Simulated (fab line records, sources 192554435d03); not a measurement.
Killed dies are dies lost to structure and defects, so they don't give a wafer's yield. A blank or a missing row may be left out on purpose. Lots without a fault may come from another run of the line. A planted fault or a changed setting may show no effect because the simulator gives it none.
fab line records | flow n5_finfet | part 1 of 2: steps 1 to 4 of 6
record lots=21 wafers=63 last_day=19
route steps=1938 shown HKMG_FIN@458 GATE_CUT@498 MOL_CONTACT_COAG@529
lots that met no fault: from a run of the same line without faults
start_h: hours from the record's first day to the start of the lot's first wafer shown | wait_h: hours since the lot's step before | " the same as in the row above | L1.1+2: a row that stands for several wafers | - no value, or no start given | * or withheld: withheld | < > ~ a bound
route shown NAME@n: a module of which the file shows steps, and the number in the route of the first | usual: mean/standard deviation of fault-free wafers | same: alike in all rows | chamber/n: place in a boat | sites: the reading at each site | _std_site: their standard deviation | _edge_site: outer sites' mean less inner sites' | radius_mm: how far each site lies from the wafer's centre | mask NAME#n: copy n | behind: the tool/chamber that last shaped the wafer | hold: why the lot was held/for how many hours/how that ended | device: the transistor (n, p or np) that didn't switch | end of line: the same wafers' tests at the end of the route | a step without rows: its recipe alone | killed: dies lost to structure and defects at the first sort, not the wafer's yield | map: a wafer's dies, x killed, . not, _ none there
set.NAME: the setting as run; set.NAME@STEP: as run at that earlier step | model.NAME: the simulator's own value behind a step, which no gauge read
steps of the route over a sample of lots; a table a step, a row a wafer
services: from which hour (start_h, from the record's first day; less than 0 if before it) a tool's chamber was out of use, for how many hours, and why
## steps
# step N5_HKMG_FIN_W_FILL_22
# recipe material=W target_thk_a=600 temp_c=400 pressure_torr=39.4 time_s=18.2
# usual heater_power_outer_w=549/62 heater_power_w=896/110 throttle_valve_pct=19.5/0.51
# columns lot.wafer tool chamber start_h wait_h heater_power_outer_w heater_power_w throttle_valve_pct
L074.2 cvd_w-01 1 78.21 0.0 448 729 19.4
L074.3 " 1 " " 433 719 19.8
L074.6 " 0 " " 497 845 18.4
L077.1 cvd_w-02 0 98.00 0.0 575 882 19.5
L077.5 " 1 " " 605 1009 19.8
L077.6 " 0 " " 570 853 19.5
L078.1 cvd_w-02 1 101.38 0.0 605 1050 19.6
L078.3 " 0 " " 574 856 19.6
L078.6 " 0 " " 565 863 19.4
L079.3 cvd_w-02 1 110.47 0.0 592 1016 19.9
L079.4 " 0 " " 563 880 19.3
L079.6 " 1 " " 616 1035 20.0
L080.3 cvd_w-02 0 114.46 0.0 563 877 19.3
L080.4 " 1 " " 606 1031 19.8
L080.5 " 1 " " 597 1002 19.8
L081.2 cvd_w-02 1 122.52 0.0 596 1044 19.5
L081.4 " 1 " " 617 1004 19.7
L081.5 " 1 " " 593 1035 19.8
L082.1 cvd_w-02 1 129.34 0.1 594 1029 19.5
L082.2 " 1 " " 601 1023 19.7
L082.5 " 1 " " 600 1017 19.9
L083.3 cvd_w-01 0 131.12 0.0 484 812 18.5
L083.5 " 0 " " 475 832 18.4
L083.6 " 1 " " 443 725 19.9
L085.3 cvd_w-02 1 146.32 0.0 610 1030 19.9
L085.4 " 0 " " 577 869 19.6
L085.5 " 1 " " 625 1025 19.9
L087.1 cvd_w-01 1 179.36 0.0 440 738 20.1
L087.2 " 0 " " 468 840 18.5
L087.3 " 0 " " 475 815 18.3
L086.3 cvd_w-02 1 182.83 0.0 608 977 20.1
L086.4 " 0 " " 561 873 19.4
L086.6 " 1 " " 606 1044 20.0
L088.1 cvd_w-01 0 183.24 0.0 481 821 18.2
L088.4 " 1 " " 448 725 20.0
L088.6 " 0 " " 476 813 18.4
L089.1 cvd_w-02 0 184.94 0.0 578 886 19.4
L089.2 " 1 " " 601 1015 19.7
L089.3 " 1 " " 620 1043 20.0
L090.3 cvd_w-01 0 185.14 0.0 471 820 18.5
L090.4 " 1 " " 463 718 20.2
L090.6 " 1 " " 449 726 19.8
L093.1 cvd_w-02 1 211.96 0.0 616 1052 20.1
L093.5 " 1 " " 600 1057 20.1
L093.6 " 0 " " 561 838 19.8
L091.2 cvd_w-01 0 216.53 0.0 472 829 18.3
L091.4 " 1 " " 457 716 19.8
L091.6 " 0 " " 484 845 18.5
L094.2 cvd_w-02 1 218.09 0.0 614 1025 19.7
L094.3 " 1 " " 600 1046 20.3
L094.6 " 0 " " 572 881 19.7
L095.2 cvd_w-01 1 220.67 0.0 449 719 19.9
L095.3 " 1 " " 455 735 20.0
L095.4 " 0 " " 478 844 18.5
L092.4 cvd_w-02 1 220.98 0.0 614 1030 20.1
L092.5 " 0 " " 581 879 19.7
L092.6 " 1 " " 607 1032 20.0
L096.1 cvd_w-01 0 223.18 0.0 479 822 18.6
L096.3 " 0 " " 483 830 19.0
L096.5 " 0 " " 487 847 18.5
L097.1 cvd_w-02 1 229.38 0.0 610 1025 20.1
L097.2 " 0 " " 571 880 19.5
L097.3 " 0 " " 563 868 19.6
# step N5_GATE_CUT_STRIP_42
# recipe chemistry=O2 power_w=400 temp_c=40 pressure_mtorr=30 rf_frequency_hz=6e+07 bias_power_w=0 overash_fraction=0.3 o2_flow_sccm=225
# usual drypump_motor_current_A=5.8/0.49 oes_product_au=0.81/0.091 rf_vpp_V=3.6/0.43 showerhead_plenum_p_Torr=2.10/0.066 throttle_valve_pct=16.55/0.27
# columns lot.wafer tool chamber start_h wait_h drypump_motor_current_A oes_product_au rf_hours_counter_h rf_vpp_V showerhead_plenum_p_Torr throttle_valve_pct
L074.2 rie_diel-03 2 83.05 0.0 5.8 0.77 115 3.6 2.11 16.48
L074.3 " 3 " " 6.6 0.68 242 3.6 2.15 16.70
L074.6 " 0 " " 4.9 0.81 - 3.1 2.11 16.36
L077.1 rie_diel-02 2 102.77 0.0 6.4 0.69 232 4.3 2.05 16.98
L077.5 " 0 " " 5.6 0.68 - 3.5 2.06 16.82
L077.6 " 1 " " 5.2 0.72 - 3.3 1.99 16.96
L078.1 rie_diel-01 2 106.53 0.0 5.7 0.91 15 3.4 2.14 16.42
L078.3 " 0 " " 6.4 0.85 79 3.0 2.11 16.33
L078.6 " 0 " " 6.4 0.86 - 3.3 2.11 16.35
L079.3 rie_diel-03 2 115.35 0.0 5.8 0.76 124 3.3 2.11 16.51
L079.4 " 1 " " 6.0 0.75 - 2.5 2.17 17.01
L079.6 " 2 " " 5.8 0.76 - 2.8 2.11 16.50
L080.3 rie_diel-01 2 119.45 0.0 5.7 0.90 19 4.2 2.13 16.43
L080.4 " 0 " " 6.4 0.85 83 3.0 2.11 16.35
L080.5 " 0 " " 6.4 0.84 - 3.5 2.11 16.34
L081.2 rie_diel-01 2 127.43 0.0 5.7 0.90 22 3.6 2.13 16.43
L081.4 " 3 " " 5.4 0.69 239 4.2 2.08 16.74
L081.5 " 1 " " 5.8 0.95 - 3.7 2.24 16.13
L082.1 rie_diel-03 1 134.26 0.0 6.1 0.74 157 3.8 2.17 17.01
L082.2 " 2 " " 5.7 0.76 130 3.8 2.11 16.51
L082.5 " 2 " " 5.8 0.76 - 3.9 2.11 16.51
L083.3 rie_diel-03 2 135.98 0.0 5.8 0.75 131 2.8 2.11 16.51
L083.5 " 1 " " 6.1 0.75 - 3.2 2.17 17.04
L083.6 " 0 " " 4.9 0.81 - 3.3 2.11 16.38
L085.3 rie_diel-01 3 151.42 0.0 5.4 0.69 245 4.2 2.08 16.76
L085.4 " 2 " " 5.7 0.88 29 4.0 2.13 16.45
L085.5 " 3 " " 5.4 0.69 - 3.1 2.08 16.78
L087.1 rie_diel-02 2 184.20 0.0 6.4 0.98 2 3.3 2.05 16.56
L087.2 " 0 " " 5.6 0.92 18 2.9 2.05 16.42
L087.3 " 3 " " 6.2 0.69 222 2.9 1.99 16.81
L086.3 rie_diel-01 2 187.66 0.0 5.7 0.86 43 3.7 2.13 16.47
L086.4 " 0 " " 6.5 0.83 - 3.4 2.10 16.40
L086.6 " 2 " " 5.7 0.85 - 3.2 2.13 16.47
L088.1 rie_diel-01 2 189.68 0.0 5.7 0.86 44 3.0 2.13 16.47
L088.4 " 1 " " 5.8 0.89 - 3.6 2.23 16.15
L088.6 " 2 " " 5.7 0.86 - 3.8 2.13 16.46
L089.1 rie_diel-02 1 191.44 0.0 5.2 0.69 222 3.5 1.98 17.00
L089.2 " 0 " " 5.6 0.93 20 3.5 2.05 16.42
L089.3 " 2 " " 6.4 0.97 4 3.4 2.05 16.57
L090.3 rie_diel-01 2 191.83 0.0 5.7 0.84 44 4.4 2.13 16.48
L090.4 " 1 " " 5.8 0.89 38 3.4 2.23 16.16
L090.6 " 0 " " 6.4 0.82 - 3.4 2.10 16.40
L093.1 rie_diel-01 0 217.54 0.0 6.4 0.80 115 3.3 2.10 16.40
L093.5 " 2 " " 5.7 0.84 - 3.5 2.12 16.48
L093.6 " 1 " " 5.8 0.87 - 4.4 2.23 16.18
L091.2 rie_diel-02 0 221.33 0.0 5.6 0.92 27 3.6 2.05 16.43
L091.4 " 3 " " 6.2 0.68 230 4.1 1.99 16.82
L091.6 " 0 " " 5.6 0.91 - 3.8 2.05 16.44
L094.2 rie_diel-01 1 224.35 0.0 5.7 0.88 48 3.1 2.23 16.18
L094.3 " 3 " " 5.4 0.94 9 3.6 2.07 16.27
L094.6 " 2 " " 5.7 0.84 - 4.1 2.12 16.50
L095.2 rie_diel-03 1 227.02 0.0 6.0 0.72 184 4.6 2.16 17.06
L095.3 " 0 " " 4.9 0.77 152 3.4 2.10 16.41
L095.4 " 2 " " 5.8 0.73 155 3.1 2.10 16.57
L092.4 rie_diel-01 0 227.25 0.0 6.4 0.80 118 3.3 2.10 16.40
L092.5 " 3 " " 5.4 0.93 - 4.2 2.07 16.28
L092.6 " 2 " " 5.7 0.84 - 3.6 2.12 16.51
L096.1 rie_diel-01 2 228.34 0.0 5.7 0.84 56 2.9 2.12 16.49
L096.3 " 0 " " 6.5 0.80 118 3.6 2.10 16.41
L096.5 " 3 " " 5.4 0.94 - 3.2 2.07 16.26
L097.1 rie_diel-03 2 235.32 0.0 5.8 0.73 159 3.2 2.10 16.58
L097.2 " 0 " " 4.9 0.77 156 4.5 2.10 16.44
L097.3 " 1 " " 6.0 0.71 187 3.1 2.16 17.06
# step N5_GATE_CUT_ETCH_19
# recipe chemistry=CH3F/O2 target=SiNx mask_material=SiO2 target_depth_a=537 time_s=76.7 pressure_mtorr=30 source_w=395 bias_w=73 Ar_flow_sccm=150 CH3F_flow_sccm=30 O2_flow_sccm=20 ion_energy_ev=120 ends=cleared
# usual O2_flow_sccm=20.00/0.06 drypump_motor_current_A=5.8/0.49 etch_rf_on_time_s=76.7/1.3 oes_product_au=0.69/0.078 rf_vpp_V=295/4.6 showerhead_plenum_p_Torr=2.01/0.056 throttle_valve_pct=16.2/0.31
# columns lot.wafer tool chamber start_h wait_h O2_flow_sccm drypump_motor_current_A etch_rf_on_time_s oes_product_au rf_hours_counter_h rf_vpp_V showerhead_plenum_p_Torr throttle_valve_pct
L074.2 rie_diel-03 2 83.09 0.0 20.02 5.8 75.4 0.66 115 293 2.02 16.2
L074.3 " 3 " " 20.00 6.7 76.3 0.59 242 293 2.06 16.5
L074.6 " 0 " " 20.02 4.9 77.1 0.69 - 296 2.02 16.0
L077.1 rie_diel-02 2 102.81 0.0 20.05 6.4 79.9 0.59 232 295 1.97 16.7
L077.5 " 0 " " 19.93 5.6 77.6 0.58 - 291 1.97 16.5
L077.6 " 1 " " 20.00 5.2 76.9 0.62 - 289 1.93 16.8
L078.1 rie_diel-01 2 106.57 0.0 20.07 5.7 76.3 0.77 15 298 2.04 16.1
L078.3 " 0 " " 20.04 6.5 76.1 0.73 79 293 2.01 16.0
L078.6 " 0 " " 19.99 6.4 76.0 0.72 - 292 2.01 16.0
L079.3 rie_diel-03 2 115.39 0.0 20.02 5.8 76.1 0.65 124 292 2.02 16.2
L079.4 " 1 " " 20.04 6.1 77.6 0.64 - 291 2.08 16.7
L079.6 " 2 " " 20.03 5.8 76.4 0.65 - 293 2.02 16.2
L080.3 rie_diel-01 2 119.49 0.0 19.98 5.7 75.6 0.78 19 299 2.04 16.1
L080.4 " 0 " " 19.99 6.4 76.0 0.72 83 292 2.01 16.0
L080.5 " 0 " " 20.03 6.4 75.8 0.72 - 292 2.01 16.0
L081.2 rie_diel-01 2 127.47 0.0 19.95 5.8 75.3 0.77 22 298 2.04 16.2
L081.4 " 3 " " 19.91 5.4 75.0 0.59 239 303 1.98 16.4
L081.5 " 1 " " 19.91 5.8 74.5 0.81 - 290 2.12 15.7
L082.1 rie_diel-03 1 134.30 0.0 20.05 6.0 78.7 0.62 157 291 2.07 16.7
L082.2 " 2 " " 20.04 5.8 76.5 0.64 130 293 2.02 16.2
L082.5 " 2 " " 20.04 5.8 76.4 0.64 - 293 2.02 16.2
L083.3 rie_diel-03 2 136.02 0.0 20.02 5.8 76.9 0.64 131 293 2.01 16.2
L083.5 " 1 " " 20.00 6.1 77.5 0.63 - 291 2.07 16.7
L083.6 " 0 " " 19.99 4.9 77.3 0.68 - 297 2.01 16.1
L085.3 rie_diel-01 3 151.46 0.0 20.04 5.3 76.4 0.59 246 305 1.97 16.4
L085.4 " 2 " " 19.99 5.7 75.7 0.76 29 298 2.04 16.2
L085.5 " 3 " " 19.94 5.4 75.8 0.58 - 304 1.97 16.4
L087.1 rie_diel-02 2 184.24 0.0 19.99 6.4 75.5 0.84 2 295 1.96 16.3
L087.2 " 0 " " 20.02 5.6 75.3 0.78 18 291 1.96 16.1
L087.3 " 3 " " 19.95 6.2 77.5 0.58 222 301 1.91 16.5
L086.3 rie_diel-01 2 187.70 0.0 20.05 5.7 78.5 0.72 43 299 2.03 16.2
L086.4 " 0 " " 19.94 6.4 78.0 0.69 - 292 2.00 16.1
L086.6 " 2 " " 20.09 5.7 77.8 0.72 - 299 2.03 16.2
L088.1 rie_diel-01 2 189.72 0.0 19.97 5.7 76.2 0.73 44 297 2.03 16.2
L088.4 " 1 " " 20.01 5.8 75.0 0.77 - 291 2.11 15.8
L088.6 " 2 " " 20.05 5.7 76.5 0.73 - 298 2.03 16.2
L089.1 rie_diel-02 1 191.48 0.0 20.07 5.2 78.5 0.59 222 288 1.92 16.8
L089.2 " 0 " " 20.11 5.6 75.4 0.78 20 294 1.96 16.1
L089.3 " 2 " " 20.17 6.4 75.6 0.83 4 295 1.96 16.3
L090.3 rie_diel-01 2 191.87 0.0 19.95 5.7 76.3 0.73 44 299 2.03 16.2
L090.4 " 1 " " 19.94 5.8 74.1 0.77 38 290 2.11 15.8
L090.6 " 0 " " 20.01 6.4 75.8 0.71 - 292 2.00 16.1
L093.1 rie_diel-01 0 217.58 0.0 20.07 6.5 78.2 0.68 115 293 2.00 16.1
L093.5 " 2 " " 20.05 5.7 77.1 0.72 - 298 2.03 16.2
L093.6 " 1 " " 20.05 5.8 76.8 0.75 - 291 2.11 15.8
L091.2 rie_diel-02 0 221.37 0.0 20.02 5.6 74.6 0.78 27 292 1.96 16.2
L091.4 " 3 " " 19.97 6.2 77.7 0.58 230 300 1.91 16.6
L091.6 " 0 " " 19.97 5.6 74.6 0.77 - 293 1.96 16.2
L094.2 rie_diel-01 1 224.39 0.0 20.11 5.7 76.0 0.75 48 292 2.11 15.8
L094.3 " 3 " " 19.85 5.4 75.4 0.80 9 304 1.97 15.9
L094.6 " 2 " " 20.00 5.7 76.3 0.72 - 297 2.03 16.2
L095.2 rie_diel-03 1 227.06 0.0 20.05 6.0 78.9 0.60 184 291 2.06 16.8
L095.3 " 0 " " 20.05 4.9 78.1 0.65 152 297 2.00 16.1
L095.4 " 2 " " 19.91 5.8 77.8 0.62 155 292 2.01 16.2
L092.4 rie_diel-01 0 227.29 0.0 19.92 6.4 77.2 0.68 118 292 2.00 16.1
L092.5 " 3 " " 19.90 5.4 76.0 0.80 - 304 1.97 15.9
L092.6 " 2 " " 20.11 5.7 75.8 0.72 - 298 2.03 16.2
L096.1 rie_diel-01 2 228.38 0.0 19.98 5.7 77.0 0.71 56 299 2.03 16.2
L096.3 " 0 " " 20.00 6.4 77.4 0.68 118 294 2.00 16.1
L096.5 " 3 " " 20.08 5.4 75.9 0.79 - 305 1.97 15.9
L097.1 rie_diel-03 2 235.36 0.0 20.07 5.8 77.8 0.62 159 294 2.01 16.3
L097.2 " 0 " " 20.04 4.9 77.6 0.65 156 297 2.00 16.1
L097.3 " 1 " " 20.03 6.1 78.6 0.61 187 291 2.06 16.8
# step N5_MOL_CONTACT_COAG_DESCUM_13
# recipe chemistry=O2 time_s=7 source_power_w=50 bias_power_w=20 pressure_mtorr=20 rf_frequency_hz=2.712e+07 temp_c=40 resist=CAR-EUV o2_flow_sccm=225
# usual drypump_motor_current_A=5.6/0.48 oes_product_au=0.78/0.084 rf_vpp_V=243.4/1.6 showerhead_plenum_p_Torr=2.12/0.08 throttle_valve_pct=20.45/0.27
# columns lot.wafer tool chamber start_h wait_h drypump_motor_current_A oes_product_au rf_hours_counter_h rf_vpp_V showerhead_plenum_p_Torr throttle_valve_pct
L074.2 rie_diel-05 3 86.74 0.0 5.6 0.70 186 244.8 2.17 20.75
L074.3 " 2 " " 5.2 0.68 255 241.0 1.96 20.30
L074.6 " 1 " " 5.1 0.72 - 245.1 2.17 20.85
L077.1 rie_diel-05 0 107.00 0.0 6.5 0.77 139 242.1 2.00 20.32
L077.5 " 3 " " 5.5 0.70 - 245.1 2.17 20.74
L077.6 " 1 " " 5.2 0.72 - 245.1 2.17 20.85
L078.1 rie_diel-04 2 110.23 0.1 5.8 0.82 67 243.4 2.13 20.54
L078.3 " 3 " " 5.7 0.80 130 241.0 2.01 20.52
L078.6 " 0 " " 4.8 0.87 - 245.3 2.11 20.11
L079.3 rie_diel-04 3 118.96 0.1 5.7 0.78 134 241.9 2.01 20.54
L079.4 " 1 " " 5.9 0.75 154 245.4 2.17 20.11
L079.6 " 3 " " 5.8 0.79 - 242.8 2.01 20.52
L080.3 rie_diel-04 2 123.09 0.1 5.8 0.81 72 244.1 2.13 20.55
L080.4 " 1 " " 5.9 0.74 156 243.6 2.17 20.12
L080.5 " 1 " " 5.9 0.75 - 245.1 2.17 20.11
L081.2 rie_diel-05 1 130.97 0.0 5.2 0.71 234 242.5 2.17 20.88
L081.4 " 0 " " 6.5 0.75 151 240.9 2.00 20.35
L081.5 " 1 " " 5.2 0.71 - 243.3 2.17 20.86
L082.1 rie_diel-04 1 138.44 0.4 5.9 0.74 160 243.7 2.17 20.11
L082.2 " 0 " " 4.7 0.85 62 243.8 2.11 20.12
L082.5 " 2 " " 5.8 0.80 - 242.7 2.13 20.55
L083.3 rie_diel-05 2 139.52 0.0 5.2 0.97 5 246.5 2.22 19.92
L083.5 " 0 " " 6.5 0.76 - 241.8 2.00 20.35
L083.6 " 1 " " 5.1 0.70 - 244.3 2.16 20.87
L085.3 rie_diel-06 3 155.08 0.0 6.1 0.79 113 244.5 2.22 20.72
L085.4 " 1 " " 5.8 0.78 135 240.6 2.02 20.48
L085.5 " 0 " " 5.8 0.94 - 246.7 2.22 20.32
L087.1 rie_diel-06 0 187.78 0.1 5.8 0.93 29 244.6 2.21 20.32
L087.2 " 2 " " 4.9 0.67 242 243.9 2.07 20.20
L087.3 " 3 " " 6.0 0.78 124 244.8 2.21 20.72
L086.3 rie_diel-05 0 193.40 0.0 6.4 0.75 - 241.5 1.99 20.36
L086.4 " 3 " " 5.5 0.68 - 244.2 2.15 20.79
L086.6 " 0 " " 6.5 0.75 - 242.1 1.99 20.36
L088.1 rie_diel-06 1 193.82 0.0 5.8 0.77 146 241.0 2.01 20.50
L088.4 " 3 " " 6.0 0.78 125 245.1 2.21 20.71
L088.6 " 3 " " 6.0 0.79 - 245.4 2.21 20.72
L089.1 rie_diel-04 0 195.10 0.0 4.8 0.83 82 242.7 2.10 20.14
L089.2 " 3 " " 5.7 0.76 160 240.3 2.00 20.58
L089.3 " 1 " " 5.9 0.72 180 244.1 2.16 20.14
L090.3 rie_diel-04 0 195.50 0.0 4.8 0.82 82 243.6 2.10 20.15
L090.4 " 3 " " 5.8 0.76 160 242.5 2.00 20.59
L090.6 " 0 " " 4.8 0.83 - 244.0 2.10 20.15
L093.1 rie_diel-05 3 223.18 0.1 5.6 0.67 242 245.4 2.15 20.81
L093.5 " 0 " " 6.4 0.74 - 243.0 1.99 20.38
L093.6 " 1 " " 5.2 0.96 - 243.3 2.16 20.59
L091.2 rie_diel-04 3 225.12 0.0 5.8 0.75 171 242.7 1.99 20.61
L091.4 " 0 " " 4.8 0.82 - 244.8 2.10 20.17
L091.6 " 3 " " 5.8 0.75 - 242.7 1.99 20.61
L094.2 rie_diel-06 3 228.85 0.4 6.0 0.77 141 244.5 2.21 20.74
L094.3 " 0 " " 5.8 0.89 47 245.5 2.21 20.34
L094.6 " 1 " " 5.8 0.76 - 242.1 2.01 20.49
L095.2 rie_diel-06 2 230.68 0.0 5.0 1.03 0 243.0 2.07 19.89
L095.3 " 1 " " 5.8 0.75 157 240.2 2.01 20.52
L095.4 " 0 " " 5.8 0.90 48 245.7 2.21 20.36
L092.4 rie_diel-04 0 232.83 0.0 4.8 0.81 - 244.0 2.10 20.18
L092.5 " 3 " " 5.8 0.75 - 242.5 1.99 20.61
L092.6 " 1 " " 5.9 0.71 - 244.3 2.15 20.15
L096.1 rie_diel-05 0 233.64 0.0 6.4 0.73 186 241.7 1.99 20.37
L096.3 " 3 " " 5.5 0.67 247 243.9 2.15 20.84
L096.5 " 3 " " 5.5 0.66 - 244.5 2.15 20.83
L097.1 rie_diel-06 0 238.91 0.0 5.8 0.88 51 244.5 2.20 20.35
L097.2 " 1 " " 5.8 0.76 160 241.4 2.01 20.53
L097.3 " 2 " " 4.9 1.00 3 244.6 2.07 19.89
